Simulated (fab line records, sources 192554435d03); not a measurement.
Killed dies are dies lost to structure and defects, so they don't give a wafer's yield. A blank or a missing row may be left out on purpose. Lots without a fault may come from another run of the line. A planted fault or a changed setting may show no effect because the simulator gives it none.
Which tool did it? | flow n5_finfet | 13 lots, 37 wafers sampled, at 3 steps of a route of 1938

WHAT THE GAUGES READ, wafer by wafer
N5_DUMMY_GATE_THK_MEAS_05. Usual: thk_nm 72.2 nm, standard deviation 1.3.
lot  | measured    | on            | thk_nm (nm)    | flag
L929 | day 2 20:12 | film_metro-02 | 72.3 72.9 72.2 |
L930 | day 3 01:00 | film_metro-01 | 72.0 73.2 72.0 |
L931 | day 3 09:34 | film_metro-01 | 74.2 72.2 72.4 |
L932 | day 3 14:25 | film_metro-02 | 72.9 72.1 71.8 |
L933 | day 3 18:14 | film_metro-02 | 70.9 70.7 73.2 |
L936 | day 4 13:32 | film_metro-02 | 73.0 69.9 73.1 |
L937 | day 4 21:54 | film_metro-01 | 74.3 72.4 72.8 |
L939 | day 5 07:52 | film_metro-02 | 73.5 72.3 71.6 |
L942 | day 6 01:23 | film_metro-02 | 71.4 71.4 71.3 |
L943 | day 6 07:08 | film_metro-02 | 72.7 72.8 71.6 |
L944 | day 6 11:59 | film_metro-02 | 70.6 72.4      |
L945 | day 6 16:25 | film_metro-02 | 71.9 72.2      |
L952 | day 8 10:16 | film_metro-02 | 70.5 71.4 69.5 |

N5_DUMMY_GATE_CD_MEAS_24: target cd 15 nm. Usual: cd_nm 15.1 nm, standard deviation 0.48.
lot  | measured    | on        | cd_nm (nm)     | flag
L929 | day 3 01:40 | cd_sem-02 | 14.7 15.6 15.2 |
L930 | day 3 06:18 | cd_sem-03 | 14.6 14.3 14.7 |
L931 | day 3 15:01 | cd_sem-01 | 15.0 14.6 15.4 |
L932 | day 3 19:55 | cd_sem-01 | 14.8 15.8 15.6 |
L933 | day 3 23:44 | cd_sem-02 | 15.7 16.2 15.9 |
L936 | day 4 18:51 | cd_sem-02 | 15.2 14.4 15.8 |
L937 | day 5 03:20 | cd_sem-03 | 14.7 15.2 15.9 |
L939 | day 5 13:19 | cd_sem-01 | 15.1 16.0 15.3 |
L942 | day 6 09:32 | cd_sem-01 | 15.2 14.7 14.4 |
L943 | day 6 12:26 | cd_sem-02 | 15.2 14.7 15.1 |
L944 | day 6 17:31 | cd_sem-02 | 15.0 15.1      |
L945 | day 6 21:49 | cd_sem-03 | 14.8 15.3      |
L952 | day 8 16:02 | cd_sem-03 | 15.0 14.6 14.8 |

WHICH TOOL RAN EACH LOT (tool, then ch and the chambers of the sampled wafers, then the start)
lot  | N5_DUMMY_GATE_ETCH_23
L929 | rie_si-01 ch 1,2, day 3 01:29
L930 | rie_si-01 ch 0,1,2, day 3 06:08
L931 | rie_si-06 ch 1,3, day 3 14:50
L932 | rie_si-06 ch 0,1,3, day 3 19:44
L933 | rie_si-04 ch 1,2, day 3 23:34
L936 | rie_si-04 ch 0,1,3, day 4 18:41
L937 | rie_si-01 ch 0,2, day 5 03:10
L939 | rie_si-04 ch 0,1,3, day 5 13:09
L942 | rie_si-01 ch 0,1,3, day 6 09:22
L943 | rie_si-06 ch 0,1,3, day 6 12:16
L944 | rie_si-04 ch 0,3, day 6 17:20
L945 | rie_si-04 ch 0,3, day 6 21:39
L952 | rie_si-01 ch 0,1,2, day 8 15:52
- N5_DUMMY_GATE_ETCH_23: etches poly-Si in HBr/Cl2/O2, target depth 41 nm, time 22.3 s.

WHAT THE TOOLS THEMSELVES READ (means of the sampled wafers that have a number; where no wafer has one, the mark that the record gives instead)
N5_DUMMY_GATE_ETCH_23. Usual: drypump_motor_current_A 5.7 A, standard deviation 0.46; oes_product_au 0.982 a.u., standard deviation 0.019; throttle_valve_pct 37.4 %, standard deviation 0.36.
lot  | tool      | drypump_motor_current_A (A) | oes_product_au (a.u.) | throttle_valve_pct (%) | flag
L929 | rie_si-01 | 5.4                         | 0.979                 | 37.0                   |
L930 | rie_si-01 | 5.3                         | 0.985                 | 37.0                   |
L931 | rie_si-06 | 6.3                         | 1.000                 | 37.9                   |
L932 | rie_si-06 | 6.2                         | 0.986                 | 37.6                   |
L933 | rie_si-04 | 6.2                         | 0.990                 | 37.7                   |
L936 | rie_si-04 | 5.5                         | 0.974                 | 37.2                   |
L937 | rie_si-01 | 5.5                         | 0.966                 | 37.0                   |
L939 | rie_si-04 | 5.5                         | 0.980                 | 37.2                   |
L942 | rie_si-01 | 5.3                         | 0.976                 | 37.2                   |
L943 | rie_si-06 | 6.1                         | 0.991                 | 37.6                   |
L944 | rie_si-04 | 5.6                         | 0.990                 | 37.4                   |
L945 | rie_si-04 | 5.5                         | 0.981                 | 37.3                   |
L952 | rie_si-01 | 5.3                         | 0.974                 | 37.0                   |

THE ANSWER, worked out from the rows above alone
Rule: a lot is off if the mean of its wafers that have a number lies more than 3 standard deviations from the usual mean. A lot without any number at a reading at which 4 lots or more have one is off too. The other lots that the step has rows for count as sound. The gauges are gone through in route order, then the tools' own readings, and for those a lot's mean is taken as printed above. The first step at which some lot is off is used, and at that step the reading that is off furthest; a lot without a number counts as furthest.
No lot is off at any reading shown: from this, nothing can be told.

WHAT THE SIMULATOR HAD PUT IN
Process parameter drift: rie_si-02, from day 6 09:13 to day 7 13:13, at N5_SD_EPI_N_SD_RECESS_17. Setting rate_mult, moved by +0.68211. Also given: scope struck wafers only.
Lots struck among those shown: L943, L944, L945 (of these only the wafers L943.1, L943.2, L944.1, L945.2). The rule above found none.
